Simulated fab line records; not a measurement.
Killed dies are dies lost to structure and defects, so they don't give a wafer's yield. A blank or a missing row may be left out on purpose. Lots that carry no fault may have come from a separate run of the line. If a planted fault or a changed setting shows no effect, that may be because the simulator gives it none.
Chamber matching | flow nand harc | pecvd-03 running NHARC_A_STAIRCASE_DEP_325: 3 sister chambers
The step deposits SiO2, target thk 7200 nm. 16 wafers are shown with their chamber, then 8 later ones without.

== EACH WAFER AND ITS CHAMBER ==
wafer  | chamber | heater power w (W) | heater power outer w (W)
L074.1 | 0       | 753                | 400
L074.2 | 1       | 843                | 515
L074.4 | 2       | 481                | 288
L078.1 | 1       | 919                | 551
L078.2 | 0       | 834                | 475
L078.4 | 0       | 675                | 356
L082.1 | 1       | 908                | 562
L082.4 | 1       | 750                | 431
L082.5 | 2       | 461                | 285
L086.1 | 1       | 852                | 531
L086.2 | 2       | 522                | 340
L086.5 | 1       | 756                | 438
L085.1 | 2       | 549                | 334
L085.2 | 1       | 845                | 499
L085.4 | 1       | 741                | 440
L091.1 | 1       | 917                | 552

SIGNATURES, as means of the wafers listed above
reading              | chamber 0 | chamber 1 | chamber 2 | scatter within a chamber
heater power w       | 754.00    | 836.78    | 503.25    | 67.5
heater power outer w | 410.33    | 502.11    | 311.75    | 49.9
Rule: for each reading, subtract the chamber's mean from the wafer's reading, divide by that reading's scatter and square the result; add these up over the readings and take the root, which gives the wafer's distance from the chamber. The wafer belongs to the nearest chamber; if the next one is less than 2 further off, it can't be placed. The scatter: the root of (the sum of the squares of (reading less its chamber's mean) over the shown wafers, divided by (wafers less chambers)).

== WAFERS WITH NO CHAMBER GIVEN ==
wafer  | heater power w (W) | heater power outer w (W)
L091.2 | 646                | 404
L091.3 | 755                | 414
L094.2 | 613                | 385
L094.3 | 771                | 426
L094.5 | 770                | 441
L095.1 | 720                | 365
L095.3 | 963                | 585
L095.6 | 778                | 457

== WHICH CHAMBER EACH ONE RAN IN ==
wafer  | from the rows above          | in truth
L091.2 | can't be placed: 0 or 2 or 1 | 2
L091.3 | 0                            | 0
L094.2 | can't be placed: 0 or 2 or 1 | 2
L094.3 | can't be placed: 0 or 1      | 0
L094.5 | can't be placed: 0 or 1      | 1
L095.1 | 0                            | 0
L095.3 | 1                            | 1
L095.6 | can't be placed: 0 or 1      | 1
3 of 8 placed correctly. Cannot be placed on the basis of these rows: 5; the candidates contain the true chamber in 5. Wrongly placed: 0.
